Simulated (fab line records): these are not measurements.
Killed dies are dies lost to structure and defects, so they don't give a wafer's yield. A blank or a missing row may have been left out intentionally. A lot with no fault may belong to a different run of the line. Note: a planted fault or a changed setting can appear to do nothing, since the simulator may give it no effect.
Which tool was responsible? / flow nandHarc / 6 lots with 18 wafers sampled at 5 steps, on a route of 1159 steps

== WHAT THE GAUGES READ, wafer by wafer ==
NHARC_END_SORT_01.
lot=L194; measured=day 21 06:08; on=prober-01; killedAtArray=41 671 673

== WHAT TOOL EACH LOT RAN ON (gives the tool, then ch and the chambers of the sampled wafers, and finally the start) ==
lot=L190; NHARC_A_SLIT_ETCH_17=harEtch-02 ch 0,1, day 14 19:46; NHARC_A_WL_FILL_ETCHBACK_04=rieMetal-02 ch 0,1, day 15 15:28; NHARC_A_WL_FILL_ETCHBACK_17=rieMetal-03 ch 0,1, day 16 02:21; NHARC_A_WL_FILL_ETCHBACK_26=rieSi-03 ch 0,1,2, day 16 07:12
lot=L191; NHARC_A_SLIT_ETCH_17=harEtch-01 ch 0, day 15 09:01; NHARC_A_WL_FILL_ETCHBACK_04=rieMetal-03 ch 1, day 15 23:41; NHARC_A_WL_FILL_ETCHBACK_17=rieMetal-01 ch 0, day 16 10:27; NHARC_A_WL_FILL_ETCHBACK_26=rieSi-01 ch 1,2,3, day 16 15:52
lot=L194; NHARC_A_SLIT_ETCH_17=harEtch-02 ch 0,1, day 16 16:40; NHARC_A_WL_FILL_ETCHBACK_04=rieMetal-03 ch 0, day 17 08:25; NHARC_A_WL_FILL_ETCHBACK_17=rieMetal-02 ch 0,1, day 17 17:23; NHARC_A_WL_FILL_ETCHBACK_26=rieSi-02 ch 0,1,3, day 17 22:47
lot=L204; NHARC_A_SLIT_ETCH_17=harEtch-02 ch 1, day 18 23:25; NHARC_A_WL_FILL_ETCHBACK_04=rieMetal-01 ch 0,1, day 19 15:26; NHARC_A_WL_FILL_ETCHBACK_17=rieMetal-02 ch 0, day 20 03:51; NHARC_A_WL_FILL_ETCHBACK_26=rieSi-01 ch 0,2, day 20 08:59
lot=L208; NHARC_A_SLIT_ETCH_17=harEtch-02 ch 0,1, day 19 12:16; NHARC_A_WL_FILL_ETCHBACK_04=rieMetal-01 ch 0,1, day 20 03:01; NHARC_A_WL_FILL_ETCHBACK_17=rieMetal-03 ch 0,1, day 20 13:25; NHARC_A_WL_FILL_ETCHBACK_26=rieSi-03 ch 0,1,3, day 20 18:26
lot=L209; NHARC_A_SLIT_ETCH_17=harEtch-02 ch 0,1, day 20 02:35; NHARC_A_WL_FILL_ETCHBACK_04=rieMetal-02 ch 0,1, day 20 17:05; NHARC_A_WL_FILL_ETCHBACK_17=rieMetal-02 ch 0,1, day 21 06:08; NHARC_A_WL_FILL_ETCHBACK_26=rieSi-03 ch 1,2,3, day 21 11:34
- NHARC_A_SLIT_ETCH_17: etches the open film in C4F8/O2/Ar, time 1687.5 s, target depth 10100 nm.
- NHARC_A_WL_FILL_ETCHBACK_04: etches the open film in NF3, target depth 60 nm, time 120 s.
- NHARC_A_WL_FILL_ETCHBACK_17: etches the open film in Cl2/BCl3, target depth 4 nm, time 26.7 s.
- NHARC_A_WL_FILL_ETCHBACK_26: etches the open film in HBr, target depth 52 nm, time 13.3 s.

== THE ANSWER, worked out from the rows above alone ==
Rule: usual is defined by the lots themselves. Put in order of their means at a reading, lots are off if they are a third of the lots or fewer, leave a main group of 4 or more, and stand apart from it by a gap of 3 or more times the standard deviation of the main group's means; of several such gaps the widest counts. If all means in a main group match to the digits the tables above print for the reading, that group is not used. A lot without any number at a reading at which 4 lots or more have one is off too. Where the step has rows for the other lots, those lots are counted as sound.
No lot is off at any reading shown: from this, nothing can be told.

== WHAT WAS PUT IN BY THE SIMULATOR ==
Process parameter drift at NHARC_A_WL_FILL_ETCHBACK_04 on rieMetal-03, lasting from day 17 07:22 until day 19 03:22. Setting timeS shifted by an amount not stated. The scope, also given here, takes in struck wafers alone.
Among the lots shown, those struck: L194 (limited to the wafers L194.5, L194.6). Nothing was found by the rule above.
